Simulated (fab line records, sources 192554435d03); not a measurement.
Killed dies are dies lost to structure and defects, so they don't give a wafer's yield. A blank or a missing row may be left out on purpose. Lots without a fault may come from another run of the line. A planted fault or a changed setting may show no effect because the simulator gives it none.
Chamber matching | flow n5_finfet | N5_BEOL_M0_SAQP_ETCH_88 on rie_diel-05: 3 sister chambers
The step etches underlayer in N2/H2, target depth 6.5 nm, time 5.2 s. 3 wafers are shown with their chamber, then 7 later ones without.

WAFERS WITH THEIR CHAMBER
wafer  | chamber | showerhead_plenum_p_Torr (Torr)
L083.4 | 2       | 2.35
L083.5 | 3       | 2.65
L088.1 | 1       | 2.41

WAFERS WITHOUT THEIR CHAMBER
wafer  | showerhead_plenum_p_Torr (Torr)
L088.4 | 2.65
L088.5 | 2.41
L090.3 | 2.41
L090.6 | 2.65
L094.1 | 2.41
L094.4 | 2.64
L094.5 | 2.34

WHICH CHAMBER EACH WENT THROUGH
wafer  | from the rows above | in truth
L088.4 | 3                   | 3
L088.5 | 1                   | 1
L090.3 | 1                   | 1
L090.6 | 3                   | 3
L094.1 | 1                   | 1
L094.4 | 3                   | 3
L094.5 | 2                   | 2
Placed correctly: 7 of 7. Can't be placed from these rows: 0. Placed wrongly: 0.
How it was worked out, from the rows above alone: a wafer's distance from a chamber is the root of the sum, over the readings, of the square of ((its reading less the chamber's mean) divided by the reading's scatter). The wafer belongs to the nearest chamber; if the next one is less than 2 further off, it can't be placed. A chamber's mean is the mean of its shown wafers. The scatter: with one shown wafer a chamber, the root of the mean of the squares of how far each hidden wafer lies from its nearest shown one.
